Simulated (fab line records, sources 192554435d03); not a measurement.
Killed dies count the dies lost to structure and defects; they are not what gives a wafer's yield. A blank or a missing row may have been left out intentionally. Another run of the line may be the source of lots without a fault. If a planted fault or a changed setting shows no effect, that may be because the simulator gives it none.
fab line records | flow n5Finfet
[record] lots = 10 | wafers = 27 | lastDay = 19
route steps=1938 shown BEOL_M0_SAQP@678 BEOL_M0_CUTY@709 BEOL_M4@1111
lots with no fault: from the same line, run without faults
startH: hours from the record's opening day to when the first of the lot's shown wafers began | waitH: how many hours have passed since the lot's step before this one | " same as the row above | L1.1+2: a single row standing in for several wafers | - no value present, or no start provided | * or withheld: withheld | < > ~ a bound
route shown NAME@n: names a module that has steps shown in the file, with the first one's number in the route | usual: mean/standard deviation of fault-free wafers | same: alike in all rows | chamber/n: place in a boat | sites: each site's reading | _std_site: the standard deviation of these | _edge_site: mean of outer sites minus mean of inner sites | radiusMm: how far each site lies from the wafer's centre | mask NAME#n: copy n | behind: the last tool/chamber to shape the wafer | hold: why the lot went on hold/how many hours it stayed there/how the hold came to an end | device: transistor that didn't switch, given as n, p or np | end of line: tests run on the same wafers once the route is complete | step lacking rows: just its recipe | killed: the dies lost at the first sort to structure and to defects; this is not the yield of the wafer | map: a wafer's dies, marking killed ones x, the rest . and places with no die _
set.NAME: the setting as run; set.NAME@STEP: as run at that earlier step | model.NAME: the simulator's own value behind a step, which no gauge read
the route's steps for a sample of lots (tables are steps, rows are wafers)
services: a tool's chamber out of use, with start hour (startH, from the record's first day; less than 0 if before it), hours out, and reason
[[steps]]
[step N5_BEOL_M0_SAQP_MANDREL2_REMOVE_110]
[recipe] chemistry = HBr/Cl2/O2 | btTimeS = 10 | target = a-Si | stopOn = SiCN | endpoint = OES-SiCl | overEtchFrac = 1 | icpW = 600 | biasW = 30 | HBr_flow_sccm = 150 | Cl2_flow_sccm = 80 | O2_flow_sccm = 5 | pressureMtorr = 10
[usual] drypumpMotorCurrentA = 5.8/0.44 | oesProductAu = 0.999/0.015 | throttleValvePct = 36.74/0.22
lot.wafer | tool     | chamber | startH | waitH | drypumpMotorCurrentA | oesProductAu | rfHoursCounterH | throttleValvePct
L150.1    | rieSi-01 | 1       | 121.71 | 0.1   | 5.8                  | 1.002        | 86              | 36.75
L150.2    | "        | 3       | "      | "     | 6.3                  | 0.989        | 34              | 36.76
L150.6    | "        | 0       | "      | "     | 5.8                  | 0.996        | -               | 36.66
L153.3    | rieSi-02 | 1       | 134.26 | 0.1   | 6.4                  | 1.000        | 58              | 37.17
L153.5    | "        | 2       | "      | "     | 4.9                  | 0.982        | -               | 36.64
L154.1    | rieSi-02 | 3       | 143.53 | 0.1   | 5.8                  | 0.973        | 127             | 36.71
L154.4    | "        | 2       | "      | "     | 4.9                  | 0.990        | 31              | 36.63
L154.6    | "        | 0       | "      | "     | 5.8                  | 1.007        | -               | 36.76
L155.2    | rieSi-02 | 1       | 148.05 | 0.1   | 6.4                  | 1.020        | 58              | 37.16
L155.5    | "        | 1       | "      | "     | 6.3                  | 1.013        | -               | 37.16
L155.6    | "        | 2       | "      | "     | 5.0                  | 0.984        | -               | 36.63
L157.2    | rieSi-06 | 2       | 159.58 | 0.1   | 5.2                  | 1.021        | 86              | 36.79
L157.4    | "        | 0       | "      | "     | 5.9                  | 1.014        | 8               | 36.48
L157.5    | "        | 3       | "      | "     | 6.2                  | 1.027        | -               | 36.26
L158.1    | rieSi-06 | 3       | 164.98 | 0.1   | 6.2                  | 1.011        | 61              | 36.25
L158.4    | "        | 2       | "      | "     | 5.2                  | 1.017        | 86              | 36.79
L158.5    | "        | 1       | "      | "     | 5.4                  | 0.997        | -               | 36.80
L165.4    | rieSi-01 | 1       | 208.52 | 0.1   | 5.8                  | 1.004        | 87              | 36.74
L165.6    | "        | 1       | "      | "     | 5.8                  | 0.997        | -               | 36.74
L168.2    | rieSi-06 | 0       | 224.21 | 0.1   | 5.9                  | 1.008        | 9               | 36.47
L168.3    | "        | 1       | "      | "     | 5.3                  | 1.009        | 2               | 36.81
L169.1    | rieSi-01 | 2       | 230.75 | 0.1   | 6.2                  | 0.977        | 145             | 36.92
L169.2    | "        | 1       | "      | "     | 5.9                  | 0.998        | 88              | 36.74
L169.3    | "        | 0       | "      | "     | 5.8                  | 0.982        | 96              | 36.66
L171.1    | rieSi-01 | 3       | 247.74 | 0.1   | 6.3                  | 0.994        | 36              | 36.75
L171.5    | "        | 2       | "      | "     | 6.2                  | 0.981        | -               | 36.93
L171.6    | "        | 3       | "      | "     | 6.3                  | 0.993        | -               | 36.74
[step N5_BEOL_M0_SAQP_ETCH_88]
[recipe] chemistry = N2/H2 | target = underlayer | targetDepthA = 65 | timeS = 5.2 | ionEnergyEv = 200 | maskMaterial = CAR-EUV | pressureMtorr = 30 | sourceW = 840 | biasW = 150 | n2FlowSccm = 200 | h2FlowSccm = 200 | ends = cleared
[usual] drypumpMotorCurrentA = 5.6/0.4 | etchRfOnTimeS = 5.19/0.16 | oesProductAu = 0.67/0.064 | rfVppV = 523.9/2.2 | showerheadPlenumPTorr = 2.55/0.066 | throttleValvePct = 17.86/0.24
lot.wafer | tool       | chamber | startH | waitH | drypumpMotorCurrentA | etchRfOnTimeS | oesProductAu | rfHoursCounterH | rfVppV | showerheadPlenumPTorr | throttleValvePct
L150.1    | rieDiel-06 | 0       | 122.29 | 0.0   | 5.1                  | 5.16          | 0.70         | 94              | 522.8  | 2.47                  | 18.08
L150.2    | "          | 2       | "      | "     | 5.7                  | 5.21          | 0.64         | 160             | 527.5  | 2.65                  | 17.96
L150.6    | "          | 3       | "      | "     | 5.7                  | 5.34          | 0.62         | -               | 525.9  | 2.64                  | 17.94
L153.3    | rieDiel-05 | 0       | 135.31 | 0.0   | 5.3                  | 5.04          | 0.73         | 70              | 519.8  | 2.45                  | 17.26
L153.5    | "          | 2       | "      | "     | 6.2                  | 5.02          | 0.75         | -               | 525.1  | 2.61                  | 17.60
L154.1    | rieDiel-02 | 1       | 144.23 | 0.0   | 5.6                  | 5.48          | 0.72         | 33              | 522.3  | 2.50                  | 17.87
L154.4    | "          | 0       | "      | "     | 5.1                  | 5.32          | 0.60         | 183             | 523.6  | 2.62                  | 18.16
L154.6    | "          | 0       | "      | "     | 5.1                  | 5.27          | 0.60         | -               | 525.4  | 2.62                  | 18.14
L155.2    | rieDiel-02 | 0       | 148.74 | 0.0   | 5.1                  | 5.25          | 0.61         | 184             | 527.6  | 2.62                  | 18.15
L155.5    | "          | 1       | "      | "     | 5.6                  | 5.42          | 0.71         | -               | 522.7  | 2.50                  | 17.86
L155.6    | "          | 0       | "      | "     | 5.1                  | 5.29          | 0.60         | -               | 525.0  | 2.62                  | 18.17
L157.2    | rieDiel-02 | 2       | 160.16 | 0.0   | 6.0                  | 5.03          | 0.68         | 150             | 522.6  | 2.55                  | 17.79
L157.4    | "          | 1       | "      | "     | 5.6                  | 5.49          | 0.72         | -               | 522.8  | 2.50                  | 17.88
L157.5    | "          | 2       | "      | "     | 6.0                  | 5.04          | 0.66         | -               | 523.3  | 2.55                  | 17.75
L158.1    | rieDiel-05 | 2       | 165.56 | 0.0   | 6.2                  | 5.04          | 0.73         | 56              | 525.8  | 2.60                  | 17.59
L158.4    | "          | 0       | "      | "     | 5.3                  | 5.05          | 0.72         | 78              | 524.1  | 2.45                  | 17.24
L158.5    | "          | 0       | "      | "     | 5.2                  | 5.03          | 0.73         | -               | 522.4  | 2.45                  | 17.28
L165.4    | rieDiel-02 | 1       | 209.12 | 0.0   | 5.6                  | 5.37          | 0.70         | -               | 520.7  | 2.49                  | 17.89
L165.6    | "          | 2       | "      | "     | 6.1                  | 4.95          | 0.67         | -               | 524.7  | 2.54                  | 17.81
L168.2    | rieDiel-02 | 3       | 224.78 | 0.0   | 5.6                  | 5.04          | 0.81         | 9               | 524.6  | 2.50                  | 17.74
L168.3    | "          | 1       | "      | "     | 5.6                  | 5.44          | 0.70         | 58              | 519.9  | 2.49                  | 17.89
L169.1    | rieDiel-02 | 2       | 231.46 | 0.0   | 6.0                  | 5.08          | 0.65         | 172             | 523.4  | 2.54                  | 17.81
L169.2    | "          | 1       | "      | "     | 5.6                  | 5.53          | 0.70         | 61              | 521.2  | 2.49                  | 17.91
L169.3    | "          | 3       | "      | "     | 5.6                  | 5.15          | 0.80         | 11              | 523.4  | 2.50                  | 17.76
L171.1    | rieDiel-05 | 1       | 248.44 | 0.0   | 5.6                  | 5.02          | 0.62         | 228             | 525.6  | 2.62                  | 17.81
L171.5    | "          | 1       | "      | "     | 5.6                  | 4.99          | 0.61         | -               | 524.4  | 2.62                  | 17.83
L171.6    | "          | 0       | "      | "     | 5.2                  | 5.12          | 0.69         | -               | 521.6  | 2.44                  | 17.31
[step N5_BEOL_M0_SAQP_ETCH_73]
[recipe] chemistry = CF4 | target = SiARC | targetDepthA = 195 | maskMaterial = CAR-EUV | timeS = 32.5 | ionEnergyEv = 80 | pressureMtorr = 40 | sourceW = 545 | biasW = 36 | Ar_flow_sccm = 100 | cf4FlowSccm = 100 | ends = cleared
[usual] drypumpMotorCurrentA = 5.6/0.4 | etchRfOnTimeS = 32.5/0.91 | oesProductAu = 0.67/0.064 | rfVppV = 184.1/1 | showerheadPlenumPTorr = 2.14/0.054 | throttleValvePct = 15.62/0.25
lot.wafer | tool       | chamber | startH | waitH | drypumpMotorCurrentA | etchRfOnTimeS | oesProductAu | rfHoursCounterH | rfVppV | showerheadPlenumPTorr | throttleValvePct
L150.1    | rieDiel-06 | 0       | 122.31 | 0.0   | 5.1                  | 33.4          | 0.69         | 94              | 184.2  | 2.09                  | 15.78
L150.2    | "          | 2       | "      | "     | 5.6                  | 32.8          | 0.65         | 160             | 185.3  | 2.23                  | 15.61
L150.6    | "          | 3       | "      | "     | 5.7                  | 34.2          | 0.62         | -               | 183.7  | 2.22                  | 15.75
L153.3    | rieDiel-05 | 0       | 135.33 | 0.0   | 5.2                  | 31.7          | 0.74         | 70              | 183.3  | 2.09                  | 15.27
L153.5    | "          | 2       | "      | "     | 6.2                  | 32.0          | 0.73         | -               | 184.4  | 2.16                  | 15.15
L154.1    | rieDiel-02 | 1       | 144.25 | 0.0   | 5.6                  | 33.7          | 0.73         | 33              | 184.1  | 2.10                  | 15.62
L154.4    | "          | 0       | "      | "     | 5.1                  | 33.1          | 0.61         | 183             | 185.5  | 2.23                  | 16.00
L154.6    | "          | 0       | "      | "     | 5.1                  | 33.3          | 0.61         | -               | 184.2  | 2.23                  | 15.99
L155.2    | rieDiel-02 | 0       | 148.76 | 0.0   | 5.1                  | 33.1          | 0.61         | 184             | 185.0  | 2.23                  | 15.98
L155.5    | "          | 1       | "      | "     | 5.6                  | 33.5          | 0.72         | -               | 183.7  | 2.10                  | 15.64
L155.6    | "          | 0       | "      | "     | 5.1                  | 33.1          | 0.60         | -               | 186.1  | 2.23                  | 15.99
L157.2    | rieDiel-02 | 2       | 160.18 | 0.0   | 6.0                  | 31.7          | 0.67         | 150             | 183.4  | 2.13                  | 15.58
L157.4    | "          | 1       | "      | "     | 5.6                  | 33.6          | 0.72         | -               | 183.0  | 2.10                  | 15.64
L157.5    | "          | 2       | "      | "     | 6.1                  | 31.8          | 0.67         | -               | 183.0  | 2.13                  | 15.57
L158.1    | rieDiel-05 | 2       | 165.57 | 0.0   | 6.2                  | 31.6          | 0.73         | 56              | 182.5  | 2.16                  | 15.19
L158.4    | "          | 0       | "      | "     | 5.2                  | 31.6          | 0.73         | 78              | 183.2  | 2.09                  | 15.30
L158.5    | "          | 0       | "      | "     | 5.2                  | 31.6          | 0.73         | -               | 183.9  | 2.09                  | 15.30
L165.4    | rieDiel-02 | 1       | 209.16 | 0.0   | 5.6                  | 33.4          | 0.70         | -               | 182.5  | 2.09                  | 15.68
L165.6    | "          | 2       | "      | "     | 6.0                  | 18.9          | 0.90         | -               | 184.5  | 2.13                  | 15.63
L168.2    | rieDiel-02 | 3       | 224.80 | 0.0   | 5.6                  | 18.5          | 1.12         | 9               | 184.4  | 2.08                  | 15.24
L168.3    | "          | 1       | "      | "     | 5.6                  | 33.7          | 0.70         | 58              | 182.6  | 2.09                  | 15.68
L169.1    | rieDiel-02 | 2       | 231.48 | 0.0   | 6.0                  | 31.7          | 0.65         | 172             | 184.4  | 2.13                  | 15.61
L169.2    | "          | 1       | "      | "     | 5.6                  | 19.7          | 0.97         | 61              | 183.2  | 2.09                  | 15.70
L169.3    | "          | 3       | "      | "     | 5.6                  | 31.2          | 0.80         | 11              | 184.1  | 2.08                  | 15.23
L171.1    | rieDiel-05 | 1       | 248.46 | 0.0   | 5.6                  | 31.6          | 0.61         | 228             | 185.1  | 2.19                  | 15.64
L171.5    | "          | 1       | "      | "     | 5.6                  | 31.8          | 0.61         | -               | 185.6  | 2.19                  | 15.65
L171.6    | "          | 0       | "      | "     | 5.2                  | 32.4          | 0.70         | -               | 182.8  | 2.08                  | 15.34
[step N5_BEOL_M0_CUTY_OVL_MEAS_58]
[recipe] pointsPerWafer = 44
[usual] M0_ABLK_OVL = -0.2/0.83
[same] pointsPerWafer = 44
lot.wafer | tool       | chamber | startH | waitH | M0_ABLK_OVL[nm]
L150.1    | overlay-02 | 0       | 123.81 | 0.0   | 1.6
L150.2    | "          | 0       | "      | "     | 0.7
L150.6    | "          | 0       | "      | "     | 0.2
L153.3    | overlay-02 | 0       | 136.59 | 0.0   | 0.0
L153.5    | "          | 0       | "      | "     | 0.6
L154.1    | overlay-01 | 0       | 145.53 | 0.0   | 0.6
L154.4    | "          | 0       | "      | "     | 1.0
L154.6    | "          | 0       | "      | "     | 0.6
L155.2    | overlay-01 | 0       | 149.97 | 0.0   | -0.2
L155.5    | "          | 0       | "      | "     | -0.9
L155.6    | "          | 0       | "      | "     | -0.2
L157.2    | overlay-01 | 0       | 161.46 | 0.0   | -1.3
L157.4    | "          | 0       | "      | "     | -0.8
L157.5    | "          | 0       | "      | "     | -0.5
L158.1    | overlay-01 | 0       | 167.40 | 0.0   | -1.5
L158.4    | "          | 0       | "      | "     | 0.6
L158.5    | "          | 0       | "      | "     | -0.8
L165.4    | overlay-02 | 0       | 210.93 | 0.0   | -0.2
L165.6    | "          | 0       | "      | "     | 0.6
L168.2    | overlay-02 | 0       | 226.20 | 0.0   | -0.7
L168.3    | "          | 0       | "      | "     | 0.3
L169.1    | overlay-01 | 0       | 232.91 | 0.0   | 0.6
L169.2    | "          | 0       | "      | "     | 0.8
L169.3    | "          | 0       | "      | "     | -0.2
L171.1    | overlay-02 | 0       | 249.74 | 0.0   | -1.3
L171.5    | "          | 0       | "      | "     | -1.7
L171.6    | "          | 0       | "      | "     | -0.1
[step N5_BEOL_M4_RC_MEAS_101]
[usual] DIBL_N = 36.5/1.9 | DIBL_P = 36.4/2.2 | IOFF_N = 0.17/0.034 | IOFF_P = 0.21/0.036 | ION_N = 678/12 | ION_P = 462/7.1 | SS_N = 71.7/0.61 | SS_P = 73.4/0.71 | VT_N = 249/3.5 | VT_P = -251/3
lot.wafer | tool      | chamber | startH | waitH | DIBL_N[mV/V] | DIBL_P[mV/V] | IOFF_N[nA/um] | IOFF_P[nA/um] | ION_N[uA/um] | ION_P[uA/um] | SS_N[mV/dec] | SS_P[mV/dec] | VT_N[mV] | VT_P[mV]
L150.1    | prober-02 | 0       | 185.35 | 0.0   | 37.6         | 37.9         | 0.16          | 0.23          | 671          | 455          | 71.6         | 73.9         | 248      | -250
L150.2    | "         | 0       | "      | "     | 40.3         | 40.5         | 0.23          | 0.27          | 691          | 471          | 71.8         | 75.4         | 243      | -247
L150.6    | "         | 0       | "      | "     | 36.1         | 35.1         | 0.15          | 0.18          | 666          | 453          | 70.9         | 73.0         | 251      | -253
L153.3    | prober-01 | 0       | 193.03 | 0.3   | 34.2         | 34.7         | 0.15          | 0.20          | 675          | 464          | 70.5         | 72.9         | 249      | -249
L153.5    | "         | 0       | "      | "     | 34.4         | 34.6         | 0.15          | 0.20          | 676          | 471          | 70.9         | 73.6         | 250      | -248
L154.1    | prober-02 | 0       | 209.41 | 0.0   | 38.1         | 38.5         | 0.20          | 0.25          | 687          | 464          | 71.9         | 73.6         | 246      | -249
L154.4    | "         | 0       | "      | "     | 35.4         | 33.8         | 0.14          | 0.18          | 670          | 456          | 71.4         | 72.7         | 251      | -252
L154.6    | "         | 0       | "      | "     | 39.0         | 39.9         | 0.22          | 0.28          | 688          | 473          | 72.3         | 74.6         | 245      | -248
L155.2    | prober-01 | 0       | 213.71 | 0.2   | 38.0         | 36.3         | 0.18          | 0.21          | 679          | 458          | 71.9         | 73.6         | 250      | -251
L155.5    | "         | 0       | "      | "     | 38.1         | 36.2         | 0.17          | 0.19          | 669          | 453          | 72.0         | 73.5         | 252      | -255
L155.6    | "         | 0       | "      | "     | 36.9         | 36.1         | 0.16          | 0.21          | 676          | 461          | 71.0         | 73.4         | 248      | -249
L157.2    | prober-01 | 0       | 237.59 | 0.2   | 36.3         | 34.0         | 0.13          | 0.17          | 664          | 456          | 70.8         | 72.6         | 253      | -258
L157.4    | "         | 0       | "      | "     | 36.0         | 33.9         | 0.13          | 0.16          | 671          | 453          | 70.9         | 73.0         | 252      | -255
L157.5    | "         | 0       | "      | "     | 35.0         | 32.9         | 0.12          | 0.16          | 658          | 458          | 71.3         | 72.2         | 256      | -256
L158.1    | prober-01 | 0       | 249.88 | 0.0   | 38.7         | 38.9         | 0.20          | 0.23          | 692          | 470          | 72.4         | 74.4         | 244      | -250
L158.4    | "         | 0       | "      | "     | 37.5         | 38.0         | 0.18          | 0.21          | 691          | 467          | 72.1         | 73.2         | 249      | -252
L158.5    | "         | 0       | "      | "     | 36.0         | 35.6         | 0.14          | 0.17          | 664          | 457          | 71.6         | 73.2         | 254      | -256
L168.2    | prober-01 | 0       | 298.12 | 0.2   | 36.8         | 38.1         | 0.18          | 0.22          | 676          | 468          | 71.6         | 73.6         | 248      | -252
L168.3    | "         | 0       | "      | "     | 35.3         | 37.1         | 0.16          | 0.19          | 673          | 456          | 72.2         | 72.8         | 251      | -254
L165.4    | prober-02 | 0       | 298.76 | 0.5   | 36.8         | 35.1         | 0.16          | 0.19          | 683          | 464          | 71.6         | 73.5         | 249      | -251
L165.6    | "         | 0       | "      | "     | 36.1         | 33.2         | 0.14          | 0.16          | 671          | 451          | 71.9         | 73.2         | 252      | -255
L169.1    | prober-01 | 0       | 318.58 | 0.0   | 38.7         | 38.4         | 0.20          | 0.27          | 687          | 466          | 72.4         | 74.0         | 247      | -246
L169.2    | "         | 0       | "      | "     | 36.4         | 35.0         | 0.16          | 0.21          | 684          | 465          | 71.9         | 73.6         | 249      | -250
L169.3    | "         | 0       | "      | "     | 35.9         | 34.8         | 0.14          | 0.20          | 678          | 468          | 71.1         | 73.4         | 252      | -253
L171.1    | prober-01 | 0       | 333.86 | 0.0   | 33.3         | 33.5         | 0.13          | 0.15          | 663          | 460          | 71.1         | 72.2         | 250      | -253
L171.5    | "         | 0       | "      | "     | 37.5         | 38.2         | 0.19          | 0.21          | 677          | 459          | 72.0         | 73.9         | 248      | -250
L171.6    | "         | 0       | "      | "     | 36.8         | 36.7         | 0.18          | 0.20          | 680          | 460          | 71.3         | 73.4         | 244      | -252
[[services]]
tool       | chamber | startH | hours | kind
rieDiel-02 | 0       | 110.40 | 10.7  | repair
rieDiel-02 | -       | 134.86 | 0.7   | repair
rieDiel-02 | 3       | 147.66 | -     | clean
rieDiel-02 | 3       | 147.66 | -     | consumableReplace:focusRing
rieDiel-02 | 3       | 147.66 | 33.6  | scheduledDown
rieDiel-02 | 3       | 147.66 | 33.6  | ventCycle
rieSi-01   | 1       | 167.47 | 8.7   | repair
rieSi-02   | 1       | 185.99 | 5.2   | repair
rieSi-06   | -       | 197.51 | 14.6  | pm
rieDiel-02 | 3       | 205.74 | 6.4   | repair
rieDiel-02 | 0       | 207.35 | 34.2  | repair
rieDiel-05 | 3       | 225.33 | -     | clean
rieDiel-05 | 3       | 225.33 | -     | consumableReplace:focusRing
rieDiel-05 | 3       | 225.33 | 13.3  | scheduledDown
rieDiel-05 | 3       | 225.33 | 13.3  | ventCycle
rieSi-02   | -       | 229.38 | 2.8   | pm
rieSi-02   | 3       | 234.04 | 5.1   | repair
[[key]]
[firstSign] step = N5_BEOL_M0_SAQP_ETCH_73 | reading = etchRfOnTimeS | direction = down | sigmas = 15 | usual = * | struck = *
[effect] step = N5_BEOL_M0_SAQP_ETCH_73 | reading = oesProductAu | direction = up | sigmas = 5.1 | usual = 0.67 | struck = 1.00
metAt N5_BEOL_M0_SAQP_ETCH_73
struckLots L165,L168,L169
struckWafers L165.6,L168.2,L169.2
notActingAt N5_BEOL_M0_SAQP_MANDREL2_REMOVE_110,N5_BEOL_M0_SAQP_ETCH_88,N5_BEOL_M0_CUTY_OVL_MEAS_58
onsetBetween 160.18 209.16
[fault] kind = processParameterDrift | tool = rieDiel-02 | chamber = - | onsetH = 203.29 | steps = N5_BEOL_M0_SAQP_ETCH_73 | channel = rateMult | offset = 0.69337 | shape = step | endH = 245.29 | scope = struckWafersOnly
